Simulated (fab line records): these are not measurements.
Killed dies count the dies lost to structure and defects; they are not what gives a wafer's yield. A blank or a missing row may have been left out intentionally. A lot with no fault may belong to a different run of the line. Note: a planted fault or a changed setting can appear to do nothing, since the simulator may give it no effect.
Matching of chambers / flow n5 finfet / N5_HKMG_FIN_ETCH_67 on rie diel-02 has 4 sister chambers
The step etches SOC in N2/H2, stops on TiN, target depth 388.9 nm. 4 wafers are shown with their chamber, then 8 later ones without.

== EACH WAFER AND ITS CHAMBER ==
wafer=L080.3; chamber=1; showerhead plenum p Torr (Torr)=2.58
wafer=L080.5; chamber=2; showerhead plenum p Torr (Torr)=2.49
wafer=L083.5; chamber=3; showerhead plenum p Torr (Torr)=2.50
wafer=L084.3; chamber=0; showerhead plenum p Torr (Torr)=2.42

== WAFERS WHOSE CHAMBER IS MISSING ==
wafer=L084.4; showerhead plenum p Torr (Torr)=2.49
wafer=L084.6; showerhead plenum p Torr (Torr)=2.42
wafer=L087.2; showerhead plenum p Torr (Torr)=2.49
wafer=L087.5; showerhead plenum p Torr (Torr)=2.41
wafer=L087.6; showerhead plenum p Torr (Torr)=2.49
wafer=L094.2; showerhead plenum p Torr (Torr)=2.49
wafer=L094.3; showerhead plenum p Torr (Torr)=2.41
wafer=L094.6; showerhead plenum p Torr (Torr)=2.41

== WHICH CHAMBER EACH WENT THROUGH ==
wafer=L084.4; from the rows above=can't be placed: 2 or 3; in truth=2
wafer=L084.6; from the rows above=0; in truth=0
wafer=L087.2; from the rows above=can't be placed: 2 or 3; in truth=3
wafer=L087.5; from the rows above=0; in truth=0
wafer=L087.6; from the rows above=can't be placed: 2 or 3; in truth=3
wafer=L094.2; from the rows above=can't be placed: 2 or 3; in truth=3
wafer=L094.3; from the rows above=0; in truth=0
wafer=L094.6; from the rows above=0; in truth=0
Correct placement for 4 of the 8. Not placeable from these rows: 4 (in 4, the candidates include the true chamber). Number placed wrongly: 0.
How it was worked out, from the rows above alone: a wafer's distance from a chamber is the root of the sum, over the readings, of the square of ((its reading less the chamber's mean) divided by the reading's scatter). If the next closest chamber is less than 2 further off than the closest, the wafer can't be placed; otherwise it belongs to the closest. A chamber's mean is the mean of its shown wafers. The scatter: root of mean squared gap, hidden wafer to nearest shown wafer, with one shown wafer a chamber.
